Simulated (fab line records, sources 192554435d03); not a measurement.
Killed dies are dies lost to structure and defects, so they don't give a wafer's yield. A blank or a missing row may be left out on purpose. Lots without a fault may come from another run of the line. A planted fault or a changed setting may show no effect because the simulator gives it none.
A struck lot beside a sound one | flow n5_finfet | 40 steps out of a route of 1938
Sound: wafers L643.1, L643.3, L643.6. Struck: wafer L658.6. (L658.1 of the same lot was not struck and is left out.) The cause comes at the end.
At each step with rows: each side's tool, then ch and its chambers, then its first start. Under that, the readings that differ: sound wafers | struck wafers | difference of the means | sigmas: that difference in standard deviations of wafers without a fault.
alike: readings whose means differ by less than 2 such deviations, and words and numbers that are the same on both sides. not compared: withheld readings, readings that some wafer has no value for, bounds like >300 that may hide the same value, and numbers for which the record gives no deviation and whose values overlap.
The two part at a step that has a row with sigmas, a row that says differs or no value, or rows on one side only. Numbers that don't overlap but have no deviation are shown without sigmas and don't part them. A reading that every wafer of one side lacks parts them only if that side has two wafers or more.

first, 11 steps without rows for these wafers: N5_BEOL_M0_SAQP_STRIP_113 (strips in CHF3/O2); N5_BEOL_M0_SAQP_MANDREL_ETCH_20 (etches a-Si in HBr/Cl2, stops on SiNx, target depth 60 nm, bt time 10 s, time 30 s); N5_BEOL_M0_SAQP_STRIP_86 (strips in N2/H2); N5_BEOL_M0_SAQP_STRIP_115 (strips in post etch residue remover, time 60 s); N5_BEOL_M0_SAQP_SRD_93 (time 30 s); N5_BEOL_M0_SAQP_RECESS_114 (chemistry HF/NH3, target SiO2, target depth 14.4 nm, afs cycles 3, sublimation time 60 s); N5_BEOL_M0_SAQP_SPACER1_ALD_98 (deposits SiO2, target thk 12.8 nm, pulse time 1 s, purge time 2 s); N5_BEOL_M0_SAQP_SPACER1_ETCHBACK_99 (etches SiO2 in CHF3/O2, target depth 15.4 nm, time 7.7 s); N5_BEOL_M0_SAQP_MANDREL1_REMOVE_100 (chemistry HBr/Cl2/O2, target a-Si, stops on SiNx, bt time 10 s); N5_BEOL_M0_SAQP_ETCH_101 (etches SiNx in CH3F/O2, target depth 29.9 nm, time 42.7 s); N5_BEOL_M0_SAQP_ETCH_102 (etches SiO2 in CF4, target depth 4 nm, time 4.4 s).
N5_BEOL_M0_SAQP_MANDREL_ETCH_103: etches a-Si in HBr/Cl2, stops on SiCN, target depth 45 nm, bt time 10 s, time 27 s.
  sound on rie_si-06 ch 0,1,2, day 6 20:19; struck on rie_si-06 ch 2, day 10 12:28
  reading                                         | sound     | struck | difference | sigmas
  model.SiCN_of_BEOL_M0_SAQP_PECVD_03.thk_nm (nm) | 8.4 8.6 9 | 7.4    | -1.3       |
  alike: drypump_motor_current_A, oes_product_au, throttle_valve_pct
  not compared: rf_hours_counter_h
then, 5 steps without rows for these wafers: N5_BEOL_M0_SAQP_RECESS_104 (chemistry HF/NH3, target SiO2, target depth 18 nm, afs cycles 3, sublimation time 60 s); N5_BEOL_M0_SAQP_COAT_105 (time 60 s, resist thk 100 nm); N5_BEOL_M0_SAQP_ETCH_106 (etches SOC in N2/H2, stops on SiNx, target depth 150 nm); N5_BEOL_M0_SAQP_ETCH_107 (etches SiNx in CH3F/O2, target depth 30 nm); N5_BEOL_M0_SAQP_STRIP_108 (strips in N2/H2).
N5_BEOL_M0_SAQP_RECESS_109: chemistry HF/NH3, target SiO2, target depth 3 nm, afs cycles 1, sublimation time 60 s.
  sound on vapor_etch-01 ch 0, day 6 21:01; struck on vapor_etch-02 ch 0, day 10 13:21
  reading                                         | sound     | struck | difference | sigmas
  model.SiCN_of_BEOL_M0_SAQP_PECVD_03.thk_nm (nm) | 8 8.2 8.8 | 7      | -1         |
  alike: drypump_motor_current_A
then, 19 steps without rows for these wafers: N5_BEOL_M0_SAQP_SPACER2_ALD_26 (deposits SiO2, target thk 15 nm, pulse time 1 s, purge time 2 s); N5_BEOL_M0_SAQP_SPACER2_ETCHBACK_27 (etches SiO2 in CHF3/O2, target depth 22.5 nm, time 11.25 s); N5_BEOL_M0_SAQP_MANDREL2_REMOVE_110 (chemistry HBr/Cl2/O2, target a-Si, stops on SiCN, bt time 10 s); N5_BEOL_M0_SAQP_COAT_69 (time 60 s, resist thk 90 nm); N5_BEOL_M0_SAQP_COAT_72 (time 60 s, resist thk 15 nm); N5_BEOL_M0_SAQP_COAT_87 (time 60 s, resist thk 5 nm); N5_BEOL_M0_SAQP_COAT_34 (resist thk 30 nm); N5_BEOL_M0_SAQP_EBR_36; N5_BEOL_M0_SAQP_SOFTBAKE_35 (time 60 s); N5_BEOL_M0_SAQP_EXPOSE_37 (exposes mask M0 CUT1, target cd 30 nm); N5_BEOL_M0_SAQP_PEB_38 (peb time 60 s); N5_BEOL_M0_SAQP_DEVELOP_39 (develop time 30 s); N5_BEOL_M0_SAQP_DESCUM_45 (chemistry O2, time 7 s); N5_BEOL_M0_SAQP_ETCH_88 (etches underlayer in N2/H2, target depth 6.5 nm, time 5.2 s); N5_BEOL_M0_SAQP_ETCH_73 (etches SiARC in CF4, target depth 19.5 nm, time 32.5 s); N5_BEOL_M0_SAQP_CUT_ETCH_46 (etches SOC in N2/H2, target depth 135 nm, overetch 27 nm, time 202.5 s); N5_BEOL_M0_SAQP_STRIP_74 (strips in N2/H2); N5_BEOL_M0_SAQP_STRIP_89 (strips in N2/H2); N5_BEOL_M0_SAQP_ALD_48 (deposits SiO2, target thk 20 nm, pulse time 1 s, co reactant pulse time 1 s).
N5_BEOL_M0_ETCH_138: etches SiCN in CH3F/O2, target depth 12 nm, time 31.6 s.
  sound on rie_diel-03 ch 0,1, day 7 00:43; struck on rie_diel-01 ch 3, day 10 16:28
  reading                         | sound             | struck | difference | sigmas
  etch_rf_on_time_s (s)           | 27.0 27.9 29.3    | 24.0   | -4.1       | -4
  oes_product_au (a.u.)           | 0.62 0.62 0.61    | 0.78   | +0.16      | +2
  showerhead_plenum_p_Torr (Torr) | 2.06 1.91 1.91    | 2.12   | +0.16      | +2
  throttle_valve_pct (%)          | 16.67 16.58 16.59 | 16.02  | -0.59      | -3
  model.etch.depth_nm (nm)        | 8.076 8.297 8.741 | 7.031  | -1.340     |
  alike: drypump_motor_current_A, rf_vpp_V
  not compared: rf_hours_counter_h
N5_BEOL_M0_ETCH_128: etches SiCN in CF4/N2, target depth 12 nm, overetch 5.1 nm, time 21.4 s.
  sound on rie_diel-03 ch 0,1,3, day 7 04:52; struck on rie_diel-01 ch 1, day 10 17:04
  reading                  | sound             | struck | difference | sigmas
  oes_product_au (a.u.)    | 0.56 0.48 0.49    | 0.63   | +0.12      | +2
  model.etch.depth_nm (nm) | 8.076 8.297 8.741 | 12     | +4         |
  alike: drypump_motor_current_A, rf_vpp_V, showerhead_plenum_p_Torr, throttle_valve_pct
  not compared: rf_hours_counter_h
-- the record jumps here: 2 days lie between the struck wafers' starts before and after (it left off in module BEOL_M0 and takes up again in module BEOL_M4, whose first step shown is number 1111 of the route) --
N5_BEOL_M4_RC_MEAS_101:
  sound on prober-02 ch 0, day 9 08:47; struck on prober-01 ch 0, day 12 22:20
  alike: DIBL_N, DIBL_P, IOFF_N, IOFF_P, ION_N, ION_P, SS_N, SS_P, VT_N, VT_P

WHERE THEY PART
First at N5_BEOL_M0_ETCH_138; last, within this record, at N5_BEOL_M0_ETCH_128. Later steps at which nothing parts them and some readings are alike: N5_BEOL_M4_RC_MEAS_101.

WHY: what the simulator had put in
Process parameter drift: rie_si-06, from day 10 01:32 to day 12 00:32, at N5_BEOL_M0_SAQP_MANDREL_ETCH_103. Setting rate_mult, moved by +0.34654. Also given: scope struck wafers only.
